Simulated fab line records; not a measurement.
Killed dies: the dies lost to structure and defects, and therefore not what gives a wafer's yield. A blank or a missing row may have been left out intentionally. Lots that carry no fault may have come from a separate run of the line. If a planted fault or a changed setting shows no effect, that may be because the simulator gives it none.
Which of the tools did it? -- flow n5-finfet -- 72 wafers from 24 lots sampled at 6 of the route's 1938 steps

WHAT THE GAUGES READ, wafer by wafer
N5_BEOL_M6_OVL_MEAS_29. Usual: V5_OVL gives 0.2 nm (standard deviation 0.77).
lot,measured,on,V5_OVL (nm),flag
L074,day 8 03:24,overlay-01,1.2 1.4 0.6,
L077,day 8 20:40,overlay-02,1.1 0.6 -0.1,
L075,day 9 10:50,overlay-01,-0.2 -0.4 -0.6,
L078,day 9 12:48,overlay-02,0.0 0.2 0.0,
L076,day 9 18:32,overlay-01,0.2 0.8 -0.6,
L080,day 10 04:33,overlay-01,1.3 -0.2 0.5,
L079,day 10 07:30,overlay-01,-0.8 -0.2 -0.3,
L081,day 11 06:25,overlay-01,0.4 0.1 1.1,
L083,day 11 09:32,overlay-01,0.3 1.0 -0.3,
L084,day 11 09:43,overlay-02,2.2 1.7 0.5,
L085,day 11 11:56,overlay-02,-0.4 0.0 0.2,
L082,day 11 11:41,overlay-02,0.9 -0.3 -0.3,
L086,day 12 00:00,overlay-02,0.5 1.0 1.3,
L088,day 12 08:27,overlay-02,-0.3 0.2 -1.5,
L087,day 12 08:37,overlay-01,0.6 0.3 0.6,
L089,day 12 10:37,overlay-01,0.3 0.7 0.8,
L090,day 12 20:41,overlay-01,0.1 -0.5 0.0,
L092,day 13 13:21,overlay-02,1.1 1.3 0.0,
L091,day 13 13:18,overlay-01,-0.3 0.0 -1.3,
L093,day 13 16:29,overlay-01,-0.6 -0.6 -0.3,
L094,day 13 16:35,overlay-02,0.7 0.7 0.3,
L095,day 14 04:43,overlay-01,0.7 0.3 1.8,
L096,day 14 06:13,overlay-01,-0.2 -0.1 0.0,
L097,day 14 14:17,overlay-01,0.7 0.1 0.3,

N5_BEOL_M7_THK_MEAS_01. Usual: M7_ILD_THK gives 155.0 nm (standard deviation 2).
lot,measured,on,M7_ILD_THK (nm),flag
L074,day 8 07:37,film-metro-01,153.3 156.9 157.6,
L077,day 9 00:24,film-metro-02,152.5 154.0 156.7,
L075,day 9 14:27,film-metro-01,154.7 159.7 160.5,
L078,day 9 17:50,film-metro-01,152.7 153.1 154.1,
L076,day 9 23:47,film-metro-02,156.5 154.6 159.0,
L080,day 10 08:56,film-metro-02,153.9 153.5 156.3,
L079,day 10 10:55,film-metro-02,152.2 154.3 154.5,
L081,day 11 11:40,film-metro-02,151.8 154.7 154.2,
L083,day 11 13:32,film-metro-02,152.2 155.1 156.1,
L084,day 11 14:46,film-metro-01,153.3 150.4 154.7,
L085,day 11 16:51,film-metro-02,154.5 157.7 159.3,
L082,day 11 15:11,film-metro-01,154.5 156.9 155.3,
L086,day 12 03:47,film-metro-02,153.6 156.8 155.0,
L088,day 12 11:45,film-metro-02,152.3 154.5 157.1,
L087,day 12 12:31,film-metro-01,151.3 151.4 156.2,
L089,day 12 14:41,film-metro-02,156.1 152.4 156.8,
L090,day 13 00:01,film-metro-01,153.6 153.9 153.4,
L092,day 13 19:23,film-metro-01,154.0 156.2 158.9,
L091,day 13 18:43,film-metro-01,153.5 154.7 157.0,
L093,day 13 20:49,film-metro-02,154.0 149.7 154.5,
L094,day 13 21:22,film-metro-01,153.1 155.7 156.4,
L095,day 14 08:35,film-metro-01,150.2 156.6 155.7,
L096,day 14 11:17,film-metro-02,152.7 154.6 156.7,
L097,day 14 19:53,film-metro-02,154.2 154.4 156.9,

WHICH TOOL RAN EACH LOT (tool, then ch and the chambers of the sampled wafers, then the start)
lot,N5_BEOL_M5_SPUTTER_88,N5_BEOL_M5_ANNEAL_89,N5_BEOL_M6_CURE_74,N5_BEOL_M6_CMP_52
L074,"pvd-sputter-03, day 7 22:17","pvd-sputter-03, day 7 22:22","uv-cure-01 ch 2, day 8 00:33","cmp-02 ch 2,3, day 8 06:32"
L077,"pvd-sputter-03, day 8 15:00","pvd-sputter-03, day 8 15:05","uv-cure-01 ch 0, day 8 17:17","cmp-02 ch 0,1,3, day 8 23:22"
L075,"pvd-sputter-01, day 9 05:54","pvd-sputter-01, day 9 05:59","uv-cure-01 ch 1, day 9 08:20","cmp-01 ch 0,1,2, day 9 13:26"
L078,"pvd-sputter-03, day 9 06:32","pvd-sputter-03, day 9 06:37","uv-cure-01 ch 2, day 9 09:18","cmp-01 ch 0,1,2, day 9 16:49"
L076,"pvd-sputter-03, day 9 11:49","pvd-sputter-03, day 9 11:54","uv-cure-01 ch 1, day 9 14:19","cmp-01 ch 0,3, day 9 22:46"
L080,"pvd-sputter-03, day 9 20:52","pvd-sputter-03, day 9 20:56","uv-cure-03 ch 0, day 9 23:08","cmp-04 ch 1,2,3, day 10 07:23"
L079,"pvd-sputter-03, day 10 01:27","pvd-sputter-03, day 10 01:32","uv-cure-01 ch 1, day 10 03:58","cmp-01 ch 0,2,3, day 10 09:49"
L081,"pvd-sputter-03, day 10 20:17","pvd-sputter-03, day 10 20:22","uv-cure-02 ch 2, day 10 22:40","cmp-04 ch 1,2,3, day 11 10:12"
L083,"pvd-sputter-02, day 11 01:01","pvd-sputter-02, day 11 01:06","uv-cure-02 ch 2, day 11 03:21","cmp-01 ch 1,2,3, day 11 12:28"
L084,"pvd-sputter-03, day 11 01:02","pvd-sputter-03, day 11 01:07","uv-cure-01 ch 2, day 11 03:21","cmp-01 ch 1,2,3, day 11 13:42"
L085,"pvd-sputter-01, day 11 05:40","pvd-sputter-01, day 11 05:44","uv-cure-03 ch 1, day 11 08:06","cmp-02 ch 0,1,3, day 11 15:49"
L082,"pvd-sputter-03, day 11 05:40","pvd-sputter-03, day 11 05:45","uv-cure-02 ch 1, day 11 08:15","cmp-02 ch 1,2,3, day 11 14:12"
L086,"pvd-sputter-03, day 11 16:50","pvd-sputter-03, day 11 16:55","uv-cure-03 ch 2, day 11 19:28","cmp-04 ch 0,2, day 12 02:44"
L088,"pvd-sputter-01, day 11 23:42","pvd-sputter-01, day 11 23:47","uv-cure-01 ch 1, day 12 02:13","cmp-04 ch 1,2,3, day 12 10:46"
L087,"pvd-sputter-03, day 12 00:26","pvd-sputter-03, day 12 00:31","uv-cure-01 ch 0, day 12 02:53","cmp-01 ch 0,2,3, day 12 11:16"
L089,"pvd-sputter-02, day 12 05:16","pvd-sputter-02, day 12 05:20","uv-cure-03 ch 1, day 12 07:34","cmp-02 ch 1,2,3, day 12 13:37"
L090,"pvd-sputter-01, day 12 14:10","pvd-sputter-01, day 12 14:15","uv-cure-03 ch 0, day 12 16:54","cmp-01 ch 0,2,3, day 12 22:56"
L092,"pvd-sputter-03, day 13 01:56","pvd-sputter-03, day 13 02:01","uv-cure-03 ch 2, day 13 04:40","cmp-02 ch 1,3, day 13 18:21"
L091,"pvd-sputter-01, day 13 05:17","pvd-sputter-01, day 13 05:22","uv-cure-03 ch 0, day 13 07:32","cmp-01 ch 0,2, day 13 17:41"
L093,"pvd-sputter-03, day 13 09:23","pvd-sputter-03, day 13 09:28","uv-cure-03 ch 1, day 13 11:39","cmp-04 ch 0,1,2, day 13 19:47"
L094,"pvd-sputter-02, day 13 09:28","pvd-sputter-02, day 13 09:32","uv-cure-02 ch 2, day 13 11:50","cmp-02 ch 0,3, day 13 20:17"
L095,"pvd-sputter-02, day 13 21:53","pvd-sputter-02, day 13 21:58","uv-cure-02 ch 0, day 14 00:55","cmp-02 ch 2,3, day 14 07:29"
L096,"pvd-sputter-01, day 14 01:48","pvd-sputter-01, day 14 01:53","uv-cure-01 ch 0, day 14 04:04","cmp-01 ch 0,1,2, day 14 10:14"
L097,"pvd-sputter-02, day 14 05:22","pvd-sputter-02, day 14 05:26","uv-cure-01 ch 2, day 14 07:38","cmp-01 ch 1,2,3, day 14 16:56"
- N5_BEOL_M5_SPUTTER_88: material Cu, target thk 15 nm, time 27.62 s.
- N5_BEOL_M5_ANNEAL_89: time 1800 s.
- N5_BEOL_M6_CURE_74: cures SiCOH lowk, time 240 s.
- N5_BEOL_M6_CMP_52: polishes, stops on SiCOH lowk, t overpolish 6.9 s, target thk 80 nm.

AS READ BY THE TOOLS THEMSELVES (means over the sampled wafers that have a number; for cases with no such wafer, the mark the record gives instead)
N5_BEOL_M5_SPUTTER_88. Usual: susceptor-temp-C -19.98 C, standard deviation 0.11; throttle-valve-pct 29.5 %, standard deviation 1.1.
lot,tool,susceptor-temp-C (C),throttle-valve-pct (%),flag
L074,pvd-sputter-03,-19.87,28.9,
L077,pvd-sputter-03,-20.00,30.1,
L075,pvd-sputter-01,-19.92,30.0,
L078,pvd-sputter-03,-19.99,29.8,
L076,pvd-sputter-03,-20.00,28.5,
L080,pvd-sputter-03,-19.96,28.7,
L079,pvd-sputter-03,-20.04,29.1,
L081,pvd-sputter-03,-19.96,30.0,
L083,pvd-sputter-02,-20.01,29.1,
L084,pvd-sputter-03,-20.08,29.5,
L085,pvd-sputter-01,-19.98,29.9,
L082,pvd-sputter-03,-20.15,30.1,
L086,pvd-sputter-03,-19.97,29.6,
L088,pvd-sputter-01,-20.03,30.1,
L087,pvd-sputter-03,-19.98,28.9,
L089,pvd-sputter-02,-19.97,29.1,
L090,pvd-sputter-01,-20.07,29.9,
L092,pvd-sputter-03,-19.98,30.4,
L091,pvd-sputter-01,-19.95,30.6,
L093,pvd-sputter-03,-19.88,29.2,
L094,pvd-sputter-02,-20.08,29.0,
L095,pvd-sputter-02,-19.97,29.8,
L096,pvd-sputter-01,-19.99,30.9,
L097,pvd-sputter-02,-19.86,29.8,

N5_BEOL_M5_ANNEAL_89. Usual: heater-power-w 804 W, standard deviation 66; susceptor-temp-C 399.99 C, standard deviation 0.22.
lot,tool,heater-power-w (W),susceptor-temp-C (C),flag
L074,pvd-sputter-03,791,400.06,
L077,pvd-sputter-03,781,399.62,
L075,pvd-sputter-01,767,400.03,
L078,pvd-sputter-03,817,400.12,
L076,pvd-sputter-03,809,399.96,
L080,pvd-sputter-03,832,400.22,
L079,pvd-sputter-03,855,399.81,
L081,pvd-sputter-03,784,400.08,
L083,pvd-sputter-02,836,400.01,
L084,pvd-sputter-03,814,399.75,
L085,pvd-sputter-01,765,400.03,
L082,pvd-sputter-03,795,400.07,
L086,pvd-sputter-03,815,399.75,
L088,pvd-sputter-01,843,399.85,
L087,pvd-sputter-03,785,400.18,
L089,pvd-sputter-02,851,400.06,
L090,pvd-sputter-01,793,400.01,
L092,pvd-sputter-03,779,400.17,
L091,pvd-sputter-01,770,399.98,
L093,pvd-sputter-03,753,400.13,
L094,pvd-sputter-02,849,399.87,
L095,pvd-sputter-02,834,399.87,
L096,pvd-sputter-01,854,399.73,
L097,pvd-sputter-02,835,399.97,

N5_BEOL_M6_CURE_74. Usual: lamp-power-pct 52.32 %, standard deviation 0.055; wafer_temp_C_max 386.6, standard deviation 0.56.
lot,tool,lamp-power-pct (%),wafer_temp_C_max,flag
L074,uv-cure-01,52.33,386.7,
L077,uv-cure-01,52.33,385.9,
L075,uv-cure-01,52.32,386.4,
L078,uv-cure-01,52.34,386.6,
L076,uv-cure-01,52.32,385.8,
L080,uv-cure-03,52.33,386.0,
L079,uv-cure-01,52.32,385.9,
L081,uv-cure-02,52.39,386.8,
L083,uv-cure-02,52.30,386.4,
L084,uv-cure-01,52.35,386.4,
L085,uv-cure-03,52.31,387.2,
L082,uv-cure-02,52.34,387.5,
L086,uv-cure-03,52.37,387.2,
L088,uv-cure-01,52.30,386.2,
L087,uv-cure-01,52.30,386.1,
L089,uv-cure-03,52.32,387.1,
L090,uv-cure-03,52.29,386.4,
L092,uv-cure-03,52.29,387.2,
L091,uv-cure-03,52.33,386.0,
L093,uv-cure-03,52.32,387.3,
L094,uv-cure-02,52.39,386.8,
L095,uv-cure-02,52.34,386.7,
L096,uv-cure-01,52.32,386.4,
L097,uv-cure-01,52.31,386.6,

N5_BEOL_M6_CMP_52. Usual: barrier-field-endpoint-s 28.9 s, standard deviation 0.59; motor-current-A 6.3 A, standard deviation 0.66; overpolish-run-s 6.899 s, standard deviation 0.0095; retaining-ring-pressure-frac 1.000, standard deviation 0.005; time-to-endpoint-s 63.0 s, standard deviation 2.5.
lot,tool,barrier-field-endpoint-s (s),motor-current-A (A),overpolish-run-s (s),retaining-ring-pressure-frac,time-to-endpoint-s (s),flag
L074,cmp-02,29.3,6.8,6.900,1.000,63.4,
L077,cmp-02,28.9,6.3,6.902,1.001,62.0,
L075,cmp-01,29.7,6.7,6.900,1.004,63.3,
L078,cmp-01,28.9,6.7,6.901,1.001,59.0,
L076,cmp-01,29.0,6.3,6.905,0.998,61.5,
L080,cmp-04,28.4,6.3,6.914,0.999,60.5,
L079,cmp-01,28.6,6.6,6.899,1.001,63.6,
L081,cmp-04,29.3,6.2,6.901,0.996,65.3,
L083,cmp-01,29.0,6.7,6.900,0.999,66.3,
L084,cmp-01,27.8,6.6,6.913,1.003,63.5,
L085,cmp-02,28.2,6.3,6.903,0.997,62.0,
L082,cmp-02,28.9,6.0,6.896,0.997,65.3,
L086,cmp-04,29.1,5.2,6.901,1.001,62.0,
L088,cmp-04,29.0,6.1,6.893,1.002,64.4,
L087,cmp-01,28.2,6.5,6.897,0.994,62.4,
L089,cmp-02,29.9,6.3,6.900,1.000,64.9,
L090,cmp-01,28.1,6.6,6.908,1.000,62.9,
L092,cmp-02,29.1,6.8,6.898,1.001,61.4,
L091,cmp-01,28.6,6.7,6.899,0.997,60.0,
L093,cmp-04,29.1,6.0,6.903,0.999,64.6,
L094,cmp-02,28.7,7.1,6.901,0.996,60.6,
L095,cmp-02,29.3,6.2,6.898,0.995,64.0,
L096,cmp-01,29.1,7.0,6.900,1.002,65.1,
L097,cmp-01,28.5,6.5,6.908,1.003,62.2,

THE ANSWER, worked out from the rows above alone
Rule: lot off if the mean of its wafers having a number is beyond 3 standard deviations from the usual mean. A lot without any number at a reading at which 4 lots or more have one is off too. All remaining lots with rows at the step are treated as sound. First the gauges in route order, then the tools' own readings, where a lot's mean is used as printed above. At the first step where some lot is off, the reading lying furthest off is the one used; lots without a number count as furthest.
Across all readings shown, no lot is off: no conclusion can be drawn from this.

WHAT THE SIMULATOR HAD INSERTED
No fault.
